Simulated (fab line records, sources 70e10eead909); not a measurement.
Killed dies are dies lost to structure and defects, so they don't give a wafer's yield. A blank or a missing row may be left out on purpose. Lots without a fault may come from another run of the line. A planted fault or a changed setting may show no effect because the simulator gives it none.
fab line records | flow nand_harc
record lots=12 wafers=36 last_day=33
route steps=1302 shown P_ZERO_WELL@29 P_STI@91
lots that met no fault: from a run of the same line without faults
start_h: hours from the record's first day to the start of the lot's first wafer shown | wait_h: hours since the lot's step before | " the same as in the row above | L1.1+2: a row that stands for several wafers | - no value, or no start given | * or withheld: withheld | < > ~ a bound
route shown NAME@n: a module of which the file shows steps, and the number in the route of the first | usual: mean/standard deviation of fault-free wafers | same: alike in all rows | chamber/n: place in a boat | sites: the reading at each site | _std_site: their standard deviation | _edge_site: outer sites' mean less inner sites' | radius_mm: how far each site lies from the wafer's centre | mask NAME#n: copy n | behind: the tool/chamber that last shaped the wafer | hold: why the lot was held/for how many hours/how that ended | device: the transistor (n, p or np) that didn't switch | end of line: the same wafers' tests at the end of the route | a step without rows: its recipe alone | killed: dies lost to structure and defects at the first sort, not the wafer's yield | map: a wafer's dies, x killed, . not, _ none there
set.NAME: the setting as run; set.NAME@STEP: as run at that earlier step | model.NAME: the simulator's own value behind a step, which no gauge read
steps of the route over a sample of lots; a table a step, a row a wafer
services: from which hour (start_h, from the record's first day; less than 0 if before it) a tool's chamber was out of use, for how many hours, and why
## steps
# step NHARC_P_ZERO_WELL_CD_MEAS_24
# recipe target_cd_nm=720 landing_energy_ev=500
# usual cd_nm=719.7/1.7
# columns lot.wafer tool chamber start_h wait_h cd_nm
L907.1 cd_sem-01 0 22.50 - 722.9
L907.3 " 0 " " 721.4
L907.4 " 0 " " 723.7
L908.1 cd_sem-03 0 32.46 - 723.3
L908.2 " 0 " " 719.1
L908.3 " 0 " " 720.3
L911.3 cd_sem-01 0 62.79 - 718.4
L911.4 " 0 " " 717.2
L911.6 " 0 " " 718.0
L913.1 cd_sem-01 0 82.57 - 718.1
L913.3 " 0 " " 719.5
L913.6 " 0 " " 719.5
L914.1 cd_sem-02 0 92.32 - 722.0
L914.2 " 0 " " 721.5
L914.5 " 0 " " 717.9
L917.4 cd_sem-01 0 123.90 - 719.4
L917.5 " 0 " " 720.0
L917.6 " 0 " " 717.0
L918.1 cd_sem-03 0 132.45 - 719.2
L918.4 " 0 " " 718.7
L918.6 " 0 " " 720.5
L920.2 cd_sem-02 0 152.81 - 718.2
L920.4 " 0 " " 720.1
L920.5 " 0 " " 717.9
L921.3 cd_sem-01 0 162.51 - 722.2
L921.4 " 0 " " 719.2
L921.5 " 0 " " 718.9
L922.1 cd_sem-03 0 172.62 - 720.7
L922.3 " 0 " " 719.2
L922.5 " 0 " " 721.1
L924.2 cd_sem-01 0 192.46 - 719.4
L924.4 " 0 " " 720.8
L924.5 " 0 " " 716.7
L926.1 cd_sem-03 0 212.37 - 718.5
L926.4 " 0 " " 719.5
L926.5 " 0 " " 721.2
# step NHARC_P_ZERO_WELL_DESCUM_39
# recipe time_s=3 o2_flow_sccm=200 ar_flow_sccm=0 bias_power_w=0 chemistry=O2
# usual drypump_motor_current_A=5.8/0.47 mfc_ar_sccm=0.008/0.0093 oes_product_au=1.000/0.01 rf_vpp_V=57.7/0.83 showerhead_plenum_p_Torr=1.86/0.098 throttle_valve_pct=11.311/0.0093
# columns lot.wafer tool chamber start_h wait_h drypump_motor_current_A mfc_ar_sccm oes_product_au rf_hours_counter_h rf_vpp_V showerhead_plenum_p_Torr throttle_valve_pct
L907.1 rie_diel-03 0 24.34 - 5.7 0 0.990 21 58.4 1.82 11.298
L907.3 " 1 " " 6.1 0.008 0.991 21 57.1 1.81 11.316
L907.4 " 1 " " 6.1 0.008 0.999 - 58.2 1.81 11.300
L908.1 rie_diel-05 3 34.13 - 5.3 0 0.987 51 57.2 1.98 11.330
L908.3 " 1 " " 5.5 0.006 0.991 52 56.6 1.86 11.312
L908.2 " 2 " " 6.2 0 0.998 49 58.0 1.78 11.301
L911.4 rie_diel-03 0 64.46 - 5.7 0 0.988 38 58.4 1.81 11.311
L911.3 " 3 " " 6.7 0 1.010 43 57.8 1.79 11.325
L911.6 " 1 " " 6.1 0.008 0.986 - 57.4 1.81 11.334
L913.1 rie_diel-07 0 84.91 - 5.9 0.017 1.001 47 58.7 2.02 11.314
L913.3 " 2 " " 5.7 0 0.987 43 57.5 1.82 11.315
L913.6 " 1 " " 5.8 0.010 0.992 - 58.9 1.78 11.309
L914.2 rie_diel-07 2 94.01 - 5.7 0 1.001 45 57.6 1.82 11.332
L914.1 " 3 " " 6.1 0.020 1.010 48 57.3 2.01 11.316
L914.5 " 0 " " 5.9 0.017 1.010 - 58.6 2.02 11.293
L917.5 rie_diel-05 0 125.78 - 4.7 0.032 0.981 - 59.0 1.99 11.311
L917.4 " 1 " " 5.5 0.006 1.001 - 56.9 1.85 11.299
L917.6 " 2 " " 6.2 0 0.998 - 57.7 1.77 11.304
L918.4 rie_diel-03 0 134.15 - 5.7 0 0.987 7 57.8 1.81 11.318
L918.1 " 3 " " 6.6 0 1.014 8 57.1 1.79 11.325
L918.6 " 0 " " 5.7 0 1.006 - 57.7 1.81 11.311
L920.2 rie_diel-03 2 155.24 - 6.1 0.014 1.017 16 59.0 2.07 11.315
L920.4 " 3 " " 6.6 0 1.000 19 58.5 1.78 11.314
L920.5 " 1 " " 6.1 0.008 0.995 - 57.7 1.80 11.301
L921.4 rie_diel-07 2 164.37 - 5.7 0 0.992 13 58.1 1.81 11.292
L921.3 " 3 " " 6.2 0.020 0.989 14 57.7 2.00 11.310
L921.5 " 1 " " 5.8 0.010 1.015 - 57.7 1.77 11.316
L922.1 rie_diel-05 2 174.30 - 6.2 0 0.999 41 57.6 1.77 11.302
L922.3 " 0 " " 4.7 0.032 1.005 40 57.3 1.98 11.304
L922.5 " 1 " " 5.5 0.006 0.990 - 55.7 1.84 11.307
L924.2 rie_diel-07 1 194.25 - 5.8 0.010 1.013 26 57.5 1.76 11.288
L924.4 " 0 " " 5.9 0.017 0.998 15 58.0 2.01 11.309
L924.5 " 2 " " 5.7 0 0.975 - 58.8 1.81 11.310
L926.4 rie_diel-07 3 214.21 - 6.2 0.020 0.987 29 57.8 1.99 11.313
L926.1 " 1 " " 5.8 0.010 1.020 29 57.3 1.76 11.321
L926.5 " 2 " " 5.7 0 1.001 - 58.5 1.81 11.304
# step NHARC_P_ZERO_WELL_EXPOSE_49
# recipe na=0.6 target_cd_nm=2000 dose_mj=22.64 mask_id=P_HVPW
# columns lot.wafer tool chamber start_h wait_h mask
L907.1+3+4 krf_scanner-03 0 25.66 - P_HVPW#0
L908.1+2+3 krf_scanner-02 0 35.44 - P_HVPW#0
L911.3+4+6 krf_scanner-01 0 65.80 - P_HVPW#0
L913.1+3+6 krf_scanner-02 0 86.23 - P_HVPW#0
L914.1+2+5 krf_scanner-01 0 95.30 - P_HVPW#0
L917.4+5+6 krf_scanner-03 0 127.16 - P_HVPW#0
L918.1+4+6 krf_scanner-01 0 135.48 - P_HVPW#0
L920.2+4+5 krf_scanner-02 0 156.62 - P_HVPW#0
L921.3+4+5 krf_scanner-01 0 165.68 - P_HVPW#0
L922.1+3+5 krf_scanner-02 0 175.61 - P_HVPW#0
L924.2+4+5 krf_scanner-03 0 195.58 - P_HVPW_R1#0
L926.1+4+5 krf_scanner-01 0 215.39 - P_HVPW#0
# step NHARC_P_ZERO_WELL_CD_MEAS_52
# recipe target_cd_nm=2000 landing_energy_ev=500
# usual cd_nm=1999.5/1.7
# columns lot.wafer tool chamber start_h wait_h cd_nm
L907.1 cd_sem-02 0 25.82 - 1999.6
L907.3 " 0 " " 1999.0
L907.4 " 0 " " 1997.2
L908.1 cd_sem-03 0 35.60 - 1998.1
L908.2 " 0 " " 1998.3
L908.3 " 0 " " 1998.4
L911.3 cd_sem-01 0 65.96 - 2002.5
L911.4 " 0 " " 1998.7
L911.6 " 0 " " 2000.3
L913.1 cd_sem-03 0 86.39 - 2000.9
L913.3 " 0 " " 2002.2
L913.6 " 0 " " 2000.5
L914.1 cd_sem-02 0 95.46 - 1999.1
L914.2 " 0 " " 1996.1
L914.5 " 0 " " 1999.5
L917.4 cd_sem-01 0 127.31 - 2000.4
L917.5 " 0 " " 1999.7
L917.6 " 0 " " 2000.7
L918.1 cd_sem-03 0 135.64 - 1998.8
L918.4 " 0 " " 1997.4
L918.6 " 0 " " 2000.1
L920.2 cd_sem-02 0 156.78 - 1998.1
L920.4 " 0 " " 1998.4
L920.5 " 0 " " 1996.4
L921.3 cd_sem-03 0 165.83 - 1999.6
L921.4 " 0 " " 1999.1
L921.5 " 0 " " 2001.1
L922.1 cd_sem-02 0 175.78 - 1999.5
L922.3 " 0 " " 1999.2
L922.5 " 0 " " 1999.5
L924.2 cd_sem-03 0 195.73 - 1982.3
L924.4 " 0 " " 1983.7
L924.5 " 0 " " 1981.5
L926.1 cd_sem-03 0 215.54 - 1999.1
L926.4 " 0 " " 1999.9
L926.5 " 0 " " 1999.5
# step NHARC_P_STI_CD_MEAS_16
# usual cd_nm=199.3/2.6
# columns lot.wafer tool chamber start_h wait_h cd_nm
L907.1 cd_sem-02 - 45.65 - 197.1
L907.3 " - " " 202.9
L907.4 " - " " 201.6
L908.1 cd_sem-03 - 54.34 - 198.8
L908.2 " - " " 202.6
L908.3 " - " " 204.7
L911.3 cd_sem-03 - 85.34 - 197.1
L911.4 " - " " 202.1
L911.6 " - " " 198.2
L913.1 cd_sem-01 - 107.41 - 197.2
L913.3 " - " " 199.3
L913.6 " - " " 196.9
L914.1 cd_sem-01 - 115.13 - 202.4
L914.2 " - " " 201.1
L914.5 " - " " 202.2
L917.4 cd_sem-01 - 145.96 - 201.5
L917.5 " - " " 200.1
L917.6 " - " " 195.8
L918.1 cd_sem-02 - 154.32 - 200.7
L918.4 " - " " 201.7
L918.6 " - " " 197.8
L920.2 cd_sem-01 - 176.52 - 200.3
L920.4 " - " " 197.0
L920.5 " - " " 200.1
L921.3 cd_sem-01 - 182.79 - 198.5
L921.4 " - " " 198.5
L921.5 " - " " 200.4
L922.1 cd_sem-03 - 193.65 - 200.3
L922.3 " - " " 202.4
L922.5 " - " " 201.4
L924.2 cd_sem-02 - 215.04 - 199.4
L924.4 " - " " 198.4
L924.5 " - " " 205.0
L926.1 cd_sem-03 - 233.51 - 200.2
L926.4 " - " " 195.7
L926.5 " - " " 199.7
## services
# columns tool chamber start_h hours kind
krf_scanner-03 - 10.45 1.0 repair
krf_scanner-01 - 11.40 4.0 pm
rie_diel-05 2 13.07 15.0 repair
rie_diel-03 2 16.97 13.9 repair
rie_diel-03 - 27.71 3.6 repair
rie_diel-05 - 45.78 1.8 repair
rie_diel-05 1 50.35 2.6 repair
krf_scanner-03 - 52.00 4.0 pm
rie_diel-05 - 52.61 9.0 pm
rie_diel-07 1 69.55 7.0 repair
rie_diel-03 0 81.32 4.6 repair
krf_scanner-03 - 89.49 4.2 repair
krf_scanner-02 - 94.00 4.0 pm
rie_diel-07 0 103.64 51.8 repair
rie_diel-03 - 104.30 9.0 pm
rie_diel-05 3 110.30 36.0 repair
krf_scanner-03 - 111.30 2.8 repair
krf_scanner-02 - 111.37 2.0 repair
rie_diel-07 - 117.20 9.0 pm
rie_diel-03 0 139.65 14.3 repair
rie_diel-03 2 176.28 13.0 repair
krf_scanner-03 - 182.59 1.5 repair
krf_scanner-01 - 183.40 4.0 pm
krf_scanner-02 - 208.31 0.4 repair
## key
first_sign step=NHARC_P_ZERO_WELL_EXPOSE_49 reading=mask direction=changed
effect step=NHARC_P_ZERO_WELL_CD_MEAS_52 reading=cd_nm direction=down sigmas=10 usual=1999.5 struck=1982.5
met_at NHARC_P_ZERO_WELL_EXPOSE_49
struck_lots L924
tester_left_out L924
not_acting_at NHARC_P_ZERO_WELL_CD_MEAS_24,NHARC_P_ZERO_WELL_DESCUM_39,NHARC_P_STI_CD_MEAS_16
onset_between 127.16 195.58
fault kind=wrong_mask tool=any chamber=- onset_h=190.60 steps=NHARC_P_ZERO_WELL_EXPOSE_49 aux_copy=P_HVPW_R1#0 cd_offset_nm=-16.169 scope=struck_lots_only
# tester_left_out: of these lots the tester's yield and bins aren't shown, on N5 and GAA mostly nor the transistor test; their killed dies are dies lost to structure and defects alone, not to doping, threshold or leakage, so they don't give the yield
